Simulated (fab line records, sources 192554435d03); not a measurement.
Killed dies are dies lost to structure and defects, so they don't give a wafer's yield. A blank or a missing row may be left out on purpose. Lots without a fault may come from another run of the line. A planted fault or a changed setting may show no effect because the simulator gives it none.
Chamber matching | flow n5_finfet | N5_BEOL_M11_ETCH_61 on rie_diel-05: 4 sister chambers
The step etches SiARC in CF4, target depth 39 nm, time 65 s. 4 wafers are shown with their chamber, then 10 later ones without.

WAFERS WITH THEIR CHAMBER
wafer  | chamber | showerhead_plenum_p_Torr (Torr)
L076.6 | 2       | 2.16
L088.2 | 3       | 2.09
L089.2 | 1       | 2.19
L089.4 | 0       | 2.11

WAFERS WITHOUT THEIR CHAMBER
wafer  | showerhead_plenum_p_Torr (Torr)
L089.6 | 2.19
L091.1 | 2.09
L091.2 | 2.19
L091.6 | 2.19
L095.1 | 2.11
L095.4 | 2.14
L095.5 | 2.19
L096.1 | 2.19
L096.2 | 2.08
L096.3 | 2.10

WHICH CHAMBER EACH WENT THROUGH
wafer  | from the rows above     | in truth
L089.6 | 1                       | 1
L091.1 | 3                       | 3
L091.2 | 1                       | 1
L091.6 | 1                       | 1
L095.1 | 0                       | 0
L095.4 | can't be placed: 2 or 0 | 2
L095.5 | 1                       | 1
L096.1 | 1                       | 1
L096.2 | 3                       | 3
L096.3 | can't be placed: 0 or 3 | 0
Placed correctly: 8 of 10. Can't be placed from these rows: 2 (the true chamber is among the candidates in 2). Placed wrongly: 0.
How it was worked out, from the rows above alone: a wafer's distance from a chamber is the root of the sum, over the readings, of the square of ((its reading less the chamber's mean) divided by the reading's scatter). The wafer belongs to the nearest chamber; if the next one is less than 2 further off, it can't be placed. A chamber's mean is the mean of its shown wafers. The scatter: with one shown wafer a chamber, the root of the mean of the squares of how far each hidden wafer lies from its nearest shown one.
